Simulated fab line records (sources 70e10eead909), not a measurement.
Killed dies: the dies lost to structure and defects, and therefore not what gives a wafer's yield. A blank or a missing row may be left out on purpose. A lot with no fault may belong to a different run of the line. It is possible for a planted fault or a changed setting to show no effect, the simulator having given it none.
fab line records    flow nand-harc
record: lots: 11  wafers: 33  last-day: 33
route steps=1302 shown P_ZERO_WELL@26 P_STI@88 END@1302
lots that met no fault: from a run of the same line without faults
start-h: the number of hours between the record's first day and the start of the first shown wafer of the lot    wait-h: how many hours have passed since the lot's step before this one    " same as the row above    L1.1+2: several wafers, shown together as one row    - either no value or no given start    * or withheld: withheld    < > ~ a bound
route shown NAME@n: a module of which the file shows steps, and the number in the route of the first    usual: average and standard deviation across the fault-free wafers    same: alike in all rows    chamber/n: place in a boat    sites: each site's reading    _std_site: standard deviation of those values    _edge_site: the outer-site mean with the inner-site mean subtracted    radius-mm: for every site, how far away it sits from the centre of the wafer    mask NAME#n: copy n    behind: the tool/chamber that last shaped the wafer    hold: cause of the lot's hold/its duration in hours/its outcome    device: whichever transistor did not switch (one of n, p or np)    end of line: tests of these same wafers at the route's end    step lacking rows: just its recipe    killed: count of dies lost to structure and defects at first sort (not the wafer's yield)    map: a wafer's dies, marking killed ones x, the rest . and places with no die _
set.NAME: the run value of the setting; set.NAME@STEP: its run value at that earlier step    model.NAME: the simulator's own value behind a step, which no gauge read
a sample of lots followed through the steps of the route, with each step as a table and each wafer as a row
services: when a tool's chamber went out of use (start-h, in hours from the record's first day, below 0 if earlier), for how many hours, and the reason
== steps ==
step: NHARC_P_ZERO_WELL_EXPOSE_21
recipe: na: 0.6  target-cd-nm: 720  dose-mj: 22.31  mask-id: P_NWELL
usual: exposure-dose-mJ-cm2: 22.309/0.022  stage-vel-mm-s: 499.95/0.27
lot.wafer  tool            chamber  start-h  wait-h  mask          exposure-dose-mJ-cm2  stage-vel-mm-s
L452.1     krf-scanner-02  0        32.31    -       P_NWELL#0     22.300                500.04
L452.2     "               0        "        "       P_NWELL#0     22.234                499.65
L452.3     "               0        "        "       P_NWELL#0     22.309                499.84
L453.1     krf-scanner-04  0        42.46    -       P_NWELL#0     22.308                499.98
L453.2     "               0        "        "       P_NWELL#0     22.336                499.82
L453.6     "               0        "        "       P_NWELL#0     22.315                499.88
L455.2     krf-scanner-04  0        62.31    -       P_NWELL_R1#0  22.349                500.19
L455.3     "               0        "        "       P_NWELL_R1#0  22.328                500.25
L455.6     "               0        "        "       P_NWELL_R1#0  22.326                500.06
L460.1     krf-scanner-04  0        112.45   -       P_NWELL#0     22.314                499.83
L460.2     "               0        "        "       P_NWELL#0     22.310                500.24
L460.6     "               0        "        "       P_NWELL#0     22.305                500.17
L463.1     krf-scanner-02  0        142.56   -       P_NWELL#0     22.308                500.10
L463.3     "               0        "        "       P_NWELL#0     22.277                499.84
L463.5     "               0        "        "       P_NWELL#0     22.297                499.83
L465.1     krf-scanner-04  0        162.43   -       P_NWELL#0     22.335                500.16
L465.5     "               0        "        "       P_NWELL#0     22.332                499.91
L465.6     "               0        "        "       P_NWELL#0     22.283                500.04
L467.1     krf-scanner-02  0        182.34   -       P_NWELL#0     22.302                499.83
L467.3     "               0        "        "       P_NWELL#0     22.320                500.08
L467.6     "               0        "        "       P_NWELL#0     22.292                500.53
L469.2     krf-scanner-02  0        202.38   -       P_NWELL#0     22.290                499.73
L469.3     "               0        "        "       P_NWELL#0     22.289                499.65
L469.4     "               0        "        "       P_NWELL#0     22.272                500.05
L470.3     krf-scanner-04  0        212.46   -       P_NWELL#0     22.353                499.93
L470.5     "               0        "        "       P_NWELL#0     22.345                499.74
L470.6     "               0        "        "       P_NWELL#0     22.311                500.20
L471.1     krf-scanner-01  0        222.63   -       P_NWELL#0     22.327                499.36
L471.4     "               0        "        "       P_NWELL#0     22.305                499.75
L471.5     "               0        "        "       P_NWELL#0     22.303                499.77
L473.1     krf-scanner-02  0        242.30   -       P_NWELL#0     22.290                500.22
L473.3     "               0        "        "       P_NWELL#0     22.274                499.85
L473.5     "               0        "        "       P_NWELL#0     22.273                499.98
step: NHARC_P_ZERO_WELL_CD_MEAS_24
recipe: target-cd-nm: 720  landing-energy-ev: 500
usual: cd-nm: 719.8/1.7
lot.wafer  tool       chamber  start-h  wait-h  hold                      cd-nm
L452.1     cd-sem-01  0        32.47    -       -                         721.8
L452.2     "          0        "        "       -                         719.2
L452.3     "          0        "        "       -                         721.5
L453.1     cd-sem-01  0        42.62    -       -                         721.9
L453.2     "          0        "        "       -                         719.9
L453.6     "          0        "        "       -                         717.7
L455.2     cd-sem-02  0        62.46    -       await-dispo/0.2h/release  603.0
L455.3     "          0        "        "       await-dispo/0.2h/release  604.5
L455.6     "          0        "        "       await-dispo/0.2h/release  606.4
L455.2     cd-sem-02  0        -        -       -                         602.9
L455.3     "          0        "        "       -                         604.5
L455.6     "          0        "        "       -                         606.2
L460.1     cd-sem-02  0        112.61   -       -                         719.9
L460.2     "          0        "        "       -                         718.4
L460.6     "          0        "        "       -                         718.4
L463.1     cd-sem-02  0        142.72   -       -                         718.5
L463.3     "          0        "        "       -                         721.3
L463.5     "          0        "        "       -                         720.4
L465.1     cd-sem-03  0        162.58   -       -                         721.8
L465.5     "          0        "        "       -                         721.8
L465.6     "          0        "        "       -                         719.9
L467.1     cd-sem-01  0        182.50   -       -                         718.5
L467.3     "          0        "        "       -                         717.4
L467.6     "          0        "        "       -                         716.3
L469.2     cd-sem-03  0        202.53   -       -                         718.3
L469.3     "          0        "        "       -                         720.0
L469.4     "          0        "        "       -                         717.9
L470.3     cd-sem-03  0        212.62   -       -                         720.9
L470.5     "          0        "        "       -                         722.7
L470.6     "          0        "        "       -                         720.6
L471.1     cd-sem-02  0        222.78   -       -                         719.7
L471.4     "          0        "        "       -                         723.7
L471.5     "          0        "        "       -                         720.0
L473.1     cd-sem-02  0        242.45   -       -                         719.2
L473.3     "          0        "        "       -                         720.0
L473.5     "          0        "        "       -                         720.6
step: NHARC_P_ZERO_WELL_DESCUM_39
recipe: time-s: 3  o2-flow-sccm: 200  ar-flow-sccm: 0  bias-power-w: 0  chemistry: O2
usual: chamber-pressure-mTorr: 60.00/0.053  drypump-motor-current-A: 5.9/0.44  oes-product-au: 1.004/0.0091  rf-vpp-V: 57.7/0.98  showerhead-plenum-p-Torr: 1.88/0.11  throttle-valve-pct: 11.311/0.0091
lot.wafer  tool         chamber  start-h  wait-h  chamber-pressure-mTorr  drypump-motor-current-A  oes-product-au  rf-hours-counter-h  rf-vpp-V  showerhead-plenum-p-Torr  throttle-valve-pct
L452.1     rie-diel-09  1        34.29    -       59.93                   6.3                      0.991           13                  58.0      2.07                      11.316
L452.2     "            3        "        "       60.05                   6.2                      1.023           11                  58.1      1.77                      11.315
L452.3     "            0        "        "       59.86                   5.9                      1.009           14                  57.5      1.79                      11.307
L453.2     rie-diel-12  0        44.30    -       59.92                   6.3                      1.000           41                  59.0      1.99                      11.299
L453.1     "            1        "        "       60.12                   6.6                      0.997           43                  57.3      1.84                      11.308
L453.6     "            0        "        "       60.01                   6.2                      1.005           -                   57.1      1.99                      11.305
L460.2     rie-diel-12  0        114.31   -       60.01                   6.3                      1.017           4                   58.7      1.98                      11.289
L460.1     "            1        "        "       59.94                   6.6                      1.018           4                   56.7      1.83                      11.314
L460.6     "            2        "        "       60.04                   5.5                      1.018           -                   55.4      1.84                      11.314
L463.3     rie-diel-12  3        146.74   -       60.02                   5.9                      1.003           18                  57.9      1.79                      11.317
L463.1     "            1        "        "       59.96                   6.5                      1.008           18                  58.7      1.83                      11.304
L463.5     "            0        "        "       59.96                   6.3                      1.017           -                   57.8      1.98                      11.325
L465.1     rie-diel-12  3        164.29   -       60.01                   5.9                      1.014           23                  57.2      1.79                      11.306
L465.6     "            1        "        "       60.03                   6.6                      1.007           -                   58.3      1.82                      11.310
L465.5     "            2        "        "       59.97                   5.4                      1.012           -                   57.7      1.83                      11.326
L467.3     rie-diel-12  0        184.32   -       60.14                   6.3                      1.008           27                  59.1      1.98                      11.323
L467.1     "            2        "        "       59.98                   5.4                      1.001           33                  57.7      1.83                      11.315
L467.6     "            3        "        "       60.05                   5.8                      1.000           -                   55.7      1.79                      11.308
L469.2     rie-diel-09  2        204.33   -       59.98                   5.6                      0.997           12                  57.5      1.80                      11.296
L469.4     "            3        "        "       59.99                   6.2                      0.988           15                  59.6      2.07                      11.308
L469.3     "            0        "        "       60.05                   5.9                      0.998           16                  58.8      2.07                      11.316
L470.3     rie-diel-12  3        214.45   -       60.07                   5.9                      0.998           43                  58.2      1.78                      11.306
L470.5     "            0        "        "       60.04                   6.3                      1.009           -                   56.6      1.97                      11.317
L470.6     "            1        "        "       60.03                   6.6                      1.007           -                   56.5      1.82                      11.299
L471.1     rie-diel-12  1        224.59   -       60.06                   6.6                      1.003           42                  56.0      1.82                      11.311
L471.4     "            3        "        "       59.93                   5.8                      1.002           48                  58.1      1.78                      11.306
L471.5     "            1        "        "       60.07                   6.6                      1.009           -                   57.8      1.82                      11.315
L473.1     rie-diel-09  1        244.70   -       60.09                   6.3                      0.980           27                  58.6      2.05                      11.302
L473.3     "            3        "        "       60.00                   6.3                      0.999           31                  58.7      2.07                      11.313
L473.5     "            0        "        "       60.00                   5.9                      1.006           -                   59.3      2.07                      11.318
step: NHARC_P_STI_ETCH_42
recipe: target-depth-a: 800  overetch-a: 240  time-s: 61  ion-energy-ev: 200  n2-flow-sccm: 150  h2-flow-sccm: 150  ar-flow-sccm: 0  rf-w: 400  bias-w: 150  chemistry: N2/H2
usual: chamber-pressure-mTorr: 30.001/0.024  drypump-motor-current-A: 5.8/0.43  oes-product-au: 1.004/0.01  rf-fwd-power-W: 396.3/1.6  rf-vpp-V: 430.6/2.6  showerhead-plenum-p-Torr: 2.05/0.092  throttle-valve-pct: 14.171/0.0081
lot.wafer  tool         chamber  start-h  wait-h  chamber-pressure-mTorr  drypump-motor-current-A  oes-product-au  rf-fwd-power-W  rf-hours-counter-h  rf-vpp-V  showerhead-plenum-p-Torr  throttle-valve-pct
L452.3     rie-diel-07  1        54.45    0.1     30.007                  5.8                      0.990           394.9           6                   428.0     1.94                      14.172
L452.1     "            2        "        "       29.971                  6.5                      0.993           395.7           6                   430.3     2.08                      14.158
L452.2     "            3        "        "       30.003                  6.3                      1.020           395.0           6                   427.2     1.93                      14.169
L453.2     rie-diel-05  3        66.01    0.1     30.007                  6.0                      1.010           396.9           0                   432.3     2.13                      14.173
L453.1     "            1        "        "       30.014                  5.7                      0.993           397.2           0                   432.6     2.16                      14.164
L453.6     "            3        "        "       30.005                  6.0                      1.002           397.6           -                   432.8     2.13                      14.163
L460.2     rie-diel-01  2        135.03   0.1     30.010                  5.6                      1.015           396.4           8                   432.4     2.14                      14.167
L460.1     "            0        "        "       30.000                  5.1                      1.007           397.5           8                   431.5     2.05                      14.178
L460.6     "            2        "        "       29.988                  5.6                      1.018           394.8           -                   434.1     2.14                      14.179
L463.1     rie-diel-07  2        165.14   0.1     29.987                  6.5                      1.011           398.6           2                   432.8     2.08                      14.175
L463.3     "            3        "        "       29.971                  6.3                      1.005           394.5           2                   427.8     1.92                      14.175
L463.5     "            2        "        "       30.035                  6.5                      1.005           399.1           -                   430.2     2.08                      14.165
L465.1     rie-diel-05  0        186.37   0.1     29.947                  5.2                      0.998           395.3           9                   432.5     2.07                      14.178
L465.6     "            0        "        "       30.003                  5.2                      1.000           397.6           -                   430.4     2.07                      14.182
L465.5     "            1        "        "       29.989                  5.7                      0.995           394.6           -                   433.2     2.15                      14.177
L467.1     rie-diel-05  1        205.29   0.1     30.004                  5.7                      1.006           394.5           11                  434.0     2.15                      14.178
L467.3     "            3        "        "       29.987                  6.0                      1.013           395.0           10                  432.7     2.13                      14.175
L467.6     "            2        "        "       29.993                  6.3                      0.997           395.0           -                   428.9     1.97                      14.169
L469.2     rie-diel-05  2        222.96   0.1     30.005                  6.4                      1.006           394.2           13                  426.7     1.97                      14.180
L469.4     "            3        "        "       29.999                  6.1                      1.015           396.2           12                  432.5     2.13                      14.173
L469.3     "            0        "        "       29.978                  5.2                      1.000           395.6           12                  431.0     2.07                      14.159
L470.3     rie-diel-01  0        233.21   0.1     30.026                  5.2                      1.013           397.9           2                   430.2     2.05                      14.186
L470.6     "            1        "        "       29.991                  5.3                      1.015           396.7           -                   435.6     2.20                      14.167
L470.5     "            2        "        "       29.976                  5.6                      0.989           396.0           -                   433.8     2.14                      14.167
L471.1     rie-diel-07  2        243.71   0.1     29.983                  6.5                      0.997           398.9           5                   432.0     2.07                      14.166
L471.4     "            0        "        "       30.007                  6.0                      1.003           395.9           5                   428.8     1.95                      14.163
L471.5     "            1        "        "       29.991                  5.8                      0.999           396.4           -                   427.6     1.94                      14.173
L473.3     rie-diel-01  0        262.96   0.1     29.967                  5.1                      1.013           399.3           4                   429.3     2.05                      14.183
L473.1     "            1        "        "       30.015                  5.3                      1.017           396.6           3                   435.2     2.20                      14.162
L473.5     "            3        "        "       29.986                  5.9                      1.006           396.1           -                   430.8     2.07                      14.180
step: NHARC_P_STI_CMP_21
recipe: t-overpolish-s: 20  target-thk-nm: 380.67
usual: motor-current-A: 11.8/1.3  overpolish-run-s: 20.001/0.0088  slurry-flow-ml-min: 150.0/0.49
same: t-overpolish-s: 20
lot.wafer  tool    chamber  start-h  wait-h  motor-current-A  overpolish-run-s  slurry-flow-ml-min
L452.1     cmp-04  2        69.37    0.4     10.1             20.001            149.7
L452.2     "       3        "        "       10.5             20.012            149.2
L452.3     "       0        "        "       14.3             19.994            150.5
L453.2     cmp-04  2        83.62    0.4     10.3             19.992            150.6
L453.1     "       1        "        "       11.3             20.030            150.1
L453.6     "       2        "        "       10.3             19.998            150.4
L460.1     cmp-04  1        155.80   0.4     12.6             20.008            151.0
L460.2     "       2        "        "       10.5             20.000            150.0
L460.6     "       3        "        "       11.2             19.992            150.3
L463.1     cmp-02  1        183.83   0.4     13.0             20.001            149.8
L463.3     "       3        "        "       10.9             19.990            150.4
L463.5     "       1        "        "       12.8             19.994            149.5
L465.1     cmp-02  0        207.07   0.4     11.5             20.013            149.4
L465.5     "       0        "        "       11.0             20.012            149.4
L465.6     "       1        "        "       12.9             20.010            150.4
L467.3     cmp-02  3        223.47   0.4     10.7             19.995            149.9
L467.1     "       1        "        "       12.8             20.004            150.1
L467.6     "       2        "        "       12.7             20.003            149.7
L469.4     cmp-03  1        240.93   0.4     11.3             19.993            150.6
L469.3     "       2        "        "       10.3             20.004            151.5
L469.2     "       3        "        "       12.1             19.992            149.5
L470.3     cmp-02  3        251.77   0.4     10.9             20.016            149.1
L470.6     "       0        "        "       11.2             19.999            150.4
L470.5     "       1        "        "       12.6             19.994            150.1
L471.1     cmp-02  3        261.80   0.4     11.0             20.006            151.1
L471.4     "       1        "        "       12.3             20.012            149.9
L471.5     "       3        "        "       10.6             20.002            150.3
L473.3     cmp-03  2        280.00   0.4     9.9              19.994            149.7
L473.1     "       3        "        "       12.0             19.998            150.9
L473.5     "       3        "        "       11.2             20.000            150.4
step: NHARC_END_SORT_01
recipe: temp-c: 25
usual: defect-limited-yield: 91/3.2  killed-at-array: 55/22  killed-at-other: 1.1/1.4  killed-at-periphery: 4/3.2  killed-dies: 59/22  killed-open: 3.3/1.8  killed-short: 2.5/1.5
same: gross-dies: 677
lot.wafer  tool       chamber  start-h  wait-h  defect-limited-yield[%]  killed-at-array  killed-at-other  killed-at-periphery  killed-dies  killed-open  killed-short
L453.1     prober-02  0        579.93   2.5     96                       26               1                2                    29           5            2
L453.2     prober-02  0        580.72   2.8     92                       48               4                3                    55           2            2
L453.6     prober-02  0        583.89   4.0     95                       28               3                2                    33           2            2
L460.1     prober-02  0        660.87   2.5     88                       81               0                0                    81           2            3
L460.2     prober-02  0        661.68   2.8     91                       54               0                5                    59           1            0
L460.6     prober-02  0        664.92   4.1     89                       67               1                5                    73           1            4
L463.1     prober-02  0        689.92   2.5     84                       106              0                3                    109          3            3
L463.3     prober-02  0        691.53   3.1     83                       113              0                1                    114          3            3
L463.5     prober-02  0        693.15   3.7     88                       72               2                6                    80           3            1
L467.1     prober-02  0        705.02   2.5     96                       24               0                6                    30           4            3
L467.3     prober-02  0        706.60   3.1     95                       27               1                7                    35           2            5
L467.6     prober-02  0        708.98   4.0     95                       22               0                11                   33           3            0
L469.2     prober-02  0        721.40   2.8     95                       27               0                4                    31           4            7
L470.3     prober-02  0        744.84   3.1     88                       81               0                2                    83           4            0
L470.5     prober-02  0        746.43   3.7     90                       66               0                3                    69           3            1
L470.6     prober-02  0        747.23   4.0     91                       57               1                2                    60           3            5
L473.1     prober-02  0        776.59   2.5     97                       18               1                1                    20           3            1
L473.3     prober-02  0        778.17   3.1     96                       23               3                3                    29           3            2
L473.5     prober-02  0        779.76   3.7     97                       22               0                0                    22           0            3
L471.1     prober-02  0        790.23   8.4     91                       59               1                2                    62           3            3
L471.4     prober-02  0        792.62   9.3     90                       66               0                3                    69           8            2
L471.5     prober-02  0        793.41   9.6     90                       62               2                2                    66           4            3
killed by level:class
L453.1 A_CHANNEL_HOLE_D1:chamber-film-flake=11 A_CHANNEL_HOLE_D2:chamber-film-flake=7 A_ONON_D2:geometric-particle:short=2 P_GATE:geometric-particle:open=1 A_ONON_D2:geometric-particle:open=1 A_CHANNEL_FILL_D2:geometric-particle:open=1 A_SGD_CUT:geometric-particle:open=1 A_M0:geometric-particle:open=1
L453.2 A_CHANNEL_HOLE_D1:chamber-film-flake=31 A_CHANNEL_HOLE_D2:chamber-film-flake=8 THIN_TSV:chamber-film-flake=4 A_WL_FILL:chamber-film-flake=3 A_CHANNEL_FILL_D1:chamber-film-flake=2 P_CONTACT:geometric-particle:short=1 A_ONON_D2:geometric-particle:open=1 A_SGD_CUT:geometric-particle:short=1
L453.6 A_CHANNEL_HOLE_D1:chamber-film-flake=12 A_CHANNEL_HOLE_D2:chamber-film-flake=5 A_CONTACT:chamber-film-flake=3 THIN_TSV:chamber-film-flake=3 A_WL_FILL:chamber-film-flake=2 P_M2:geometric-particle:short=1 A_ONON_D1:geometric-particle:short=1 A_ONON_D2:geometric-particle:open=1
L460.1 A_CHANNEL_HOLE_D1:chamber-film-flake=33 A_SLIT:chamber-film-flake=24 A_CHANNEL_HOLE_D2:chamber-film-flake=10 A_STAIRCASE:chamber-film-flake=4 A_CHANNEL_FILL_D1:chamber-film-flake=3 A_DECK1_JOINT:chamber-film-flake=2 A_DECK1_JOINT:geometric-particle:short=1 A_ONON_D2:geometric-particle:short=1
L460.2 A_SLIT:chamber-film-flake=34 A_CHANNEL_HOLE_D1:chamber-film-flake=10 A_CHANNEL_HOLE_D2:chamber-film-flake=6 P_GATE:chamber-film-flake=2 A_STAIRCASE:chamber-film-flake=2 P_STI:chamber-film-flake=1 A_M0:geometric-particle:open=1 P_CONTACT:chamber-film-flake=1
L460.6 A_SLIT:chamber-film-flake=40 A_CHANNEL_HOLE_D1:chamber-film-flake=14 A_CHANNEL_HOLE_D2:chamber-film-flake=4 P_CONTACT:chamber-film-flake=3 A_CHANNEL_FILL_D1:chamber-film-flake=3 A_ONON_D1:geometric-particle:short=1 A_ONON_D2:geometric-particle:short=1 A_CHANNEL_FILL_D2:geometric-particle:short=1
L463.1 A_SLIT:chamber-film-flake=42 A_CHANNEL_HOLE_D1:chamber-film-flake=30 A_CHANNEL_HOLE_D2:chamber-film-flake=21 A_STAIRCASE:chamber-film-flake=6 A_CONTACT:chamber-film-flake=2 P_M0:geometric-particle:open=1 P_BONDPAD:geometric-particle:open=1 A_ONON_D2:geometric-particle:short=1
L463.3 A_SLIT:chamber-film-flake=42 A_CHANNEL_HOLE_D1:chamber-film-flake=33 A_CHANNEL_HOLE_D2:chamber-film-flake=23 A_M1:chamber-film-flake=4 A_CONTACT:chamber-film-flake=3 A_WL_FILL:chamber-film-flake=2 P_M0:geometric-particle:short=1 A_CHANNEL_HOLE_D1:geometric-particle:open=1
L463.5 A_SLIT:chamber-film-flake=31 A_CHANNEL_HOLE_D1:chamber-film-flake=13 A_CHANNEL_HOLE_D2:chamber-film-flake=11 A_STAIRCASE:chamber-film-flake=5 A_ZERO_WELL:chamber-film-flake=3 A_CONTACT:chamber-film-flake=3 THIN_TSV:chamber-film-flake=2 A_WL_FILL:chamber-film-flake=2
L467.1 A_CHANNEL_HOLE_D1:chamber-film-flake=11 A_CHANNEL_FILL_D1:geometric-particle:short=2 P_GATE:chamber-film-flake=2 P_M0:chamber-film-flake=2 A_STAIRCASE:chamber-film-flake=2 A_SLIT:chamber-film-flake=2 A_CONTACT:chamber-film-flake=2 P_M0:geometric-particle:open=1
L467.3 A_CHANNEL_HOLE_D1:chamber-film-flake=8 A_SLIT:chamber-film-flake=5 P_BONDPAD:chamber-film-flake=4 A_WL_FILL:chamber-film-flake=3 A_CONTACT:chamber-film-flake=3 A_CHANNEL_FILL_D1:geometric-particle:short=2 A_WL_FILL:geometric-particle:short=2 P_M0:chamber-film-flake=2
L467.6 A_CHANNEL_HOLE_D1:chamber-film-flake=12 P_M0:chamber-film-flake=6 P_BONDPAD:chamber-film-flake=3 A_SLIT:chamber-film-flake=3 A_CONTACT:geometric-particle:open=2 P_GATE:chamber-film-flake=2 A_M1:geometric-particle:open=1 A_CHANNEL_FILL_D2:chamber-film-flake=1
L469.2 A_CHANNEL_HOLE_D1:chamber-film-flake=11 A_SLIT:chamber-film-flake=4 A_CHANNEL_FILL_D2:geometric-particle:short=2 P_CONTACT:chamber-film-flake=2 P_M0:geometric-particle:short=1 A_ONON_D1:geometric-particle:open=1 A_CHANNEL_FILL_D1:geometric-particle:open=1 A_DECK1_JOINT:geometric-particle:short=1
L470.3 A_SLIT:chamber-film-flake=31 A_CHANNEL_HOLE_D2:chamber-film-flake=28 A_CHANNEL_HOLE_D1:chamber-film-flake=10 A_CONTACT:chamber-film-flake=4 A_BLC:geometric-particle:open=2 A_WL_FILL:chamber-film-flake=2 A_DECK1_JOINT:geometric-particle:open=1 A_M1:geometric-particle:open=1
L470.5 A_CHANNEL_HOLE_D2:chamber-film-flake=25 A_SLIT:chamber-film-flake=22 A_CHANNEL_HOLE_D1:chamber-film-flake=9 A_WL_FILL:chamber-film-flake=3 A_CONTACT:chamber-film-flake=3 P_M0:geometric-particle:open=2 A_ONON_D2:geometric-particle:short=1 A_CHANNEL_FILL_D2:geometric-particle:open=1
L470.6 A_SLIT:chamber-film-flake=25 A_CHANNEL_HOLE_D2:chamber-film-flake=14 A_CHANNEL_HOLE_D1:chamber-film-flake=6 A_CONTACT:chamber-film-flake=4 A_ONON_D2:geometric-particle:short=3 A_WL_FILL:chamber-film-flake=2 P_CONTACT:geometric-particle:open=1 P_M0:geometric-particle:open=1
L473.1 A_CONTACT:chamber-film-flake=9 A_SLIT:chamber-film-flake=2 P_GATE:geometric-particle:open=1 A_CHANNEL_HOLE_D2:geometric-particle:short=1 A_CHANNEL_FILL_D2:geometric-particle:open=1 A_M1:geometric-particle:open=1 A_ZERO_WELL:chamber-film-flake=1 A_CHANNEL_HOLE_D1:chamber-film-flake=1
L473.3 A_SLIT:chamber-film-flake=11 P_GATE:chamber-film-flake=3 THIN_TSV:chamber-film-flake=3 A_ZERO_WELL:chamber-film-flake=2 A_CONTACT:chamber-film-flake=2 A_CHANNEL_FILL_D1:geometric-particle:open=1 A_ONON_D2:geometric-particle:short=1 A_CONTACT:geometric-particle:short=1
L473.5 A_CONTACT:chamber-film-flake=9 A_SLIT:chamber-film-flake=6 A_CHANNEL_FILL_D2:geometric-particle:short=1 A_WL_FILL:geometric-particle:short=1 A_BLC:geometric-particle:short=1 A_CHANNEL_HOLE_D1:chamber-film-flake=1 A_CHANNEL_HOLE_D2:chamber-film-flake=1 A_WL_FILL:chamber-film-flake=1
L471.1 A_SLIT:chamber-film-flake=33 A_CHANNEL_HOLE_D1:chamber-film-flake=14 A_CONTACT:chamber-film-flake=4 A_M0:geometric-particle:open=2 P_M1:geometric-particle:open=1 A_CHANNEL_FILL_D1:geometric-particle:short=1 A_CHANNEL_FILL_D2:geometric-particle:short=1 A_WL_FILL:geometric-particle:short=1
L471.4 A_SLIT:chamber-film-flake=29 A_CHANNEL_HOLE_D1:chamber-film-flake=18 A_CONTACT:chamber-film-flake=6 A_ONON_D2:geometric-particle:open=2 A_STAIRCASE:chamber-film-flake=2 P_CONTACT:geometric-particle:open=1 P_M2:geometric-particle:open=1 A_SOURCE_PLATE:geometric-particle:open=1
L471.5 A_SLIT:chamber-film-flake=30 A_CHANNEL_HOLE_D1:chamber-film-flake=16 A_CONTACT:chamber-film-flake=9 P_GATE:geometric-particle:open=1 P_CONTACT:geometric-particle:open=1 A_CHANNEL_FILL_D1:geometric-particle:open=1 A_DECK1_JOINT:geometric-particle:open=1 A_CHANNEL_HOLE_D2:geometric-particle:short=1
== services ==
tool            chamber  start-h  hours  kind
krf-scanner-04  -        10.00    4.0    pm
cmp-02          -        36.50    4.0    pm
rie-diel-12     -        44.56    0.2    repair
krf-scanner-04  -        46.18    2.0    repair
cmp-02          -        78.29    6.2    repair
rie-diel-12     -        91.45    9.0    pm
krf-scanner-02  -        94.00    4.0    pm
krf-scanner-04  -        121.16   1.1    repair
cmp-02          -        133.72   5.1    repair
cmp-02          -        138.84   4.0    pm
cmp-02          -        145.20   3.1    repair
krf-scanner-04  -        182.00   4.0    pm
rie-diel-12     2        204.52   5.5    repair
cmp-02          -        212.91   1.4    repair
krf-scanner-04  -        215.07   33.3   repair
rie-diel-12     1        226.75   9.5    repair
krf-scanner-02  -        227.82   4.1    repair
rie-diel-12     3        228.41   2.4    repair
cmp-02          -        236.84   4.0    pm
rie-diel-12     2        245.30   5.5    repair
krf-scanner-02  -        249.66   1.8    repair
rie-diel-12     -        252.51   1.0    repair
rie-diel-12     2        256.91   14.4   repair
rie-diel-12     -        268.45   9.0    pm
== key ==
first-sign: step: NHARC_P_ZERO_WELL_EXPOSE_21  reading: mask  direction: changed
effect: step: NHARC_P_ZERO_WELL_CD_MEAS_24  reading: visit  direction: added
effect: step: NHARC_P_ZERO_WELL_CD_MEAS_24  reading: cd-nm  direction: down  sigmas: 67  usual: 719.8  struck: 604.6
met-at NHARC_P_ZERO_WELL_EXPOSE_21
struck-lots L455
scrapped-behind NHARC_P_ZERO_WELL_CD_MEAS_24 L455.2,L455.3,L455.6
not-acting-at NHARC_P_ZERO_WELL_DESCUM_39,NHARC_P_STI_ETCH_42,NHARC_P_STI_CMP_21
onset-between 42.46 62.31
fault: kind: wrong-mask  tool: any  chamber: -  onset-h: 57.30  steps: NHARC_P_ZERO_WELL_EXPOSE_21  aux-copy: P_NWELL_R1#0  cd-offset-nm: -114.58  scope: struck-lots-only
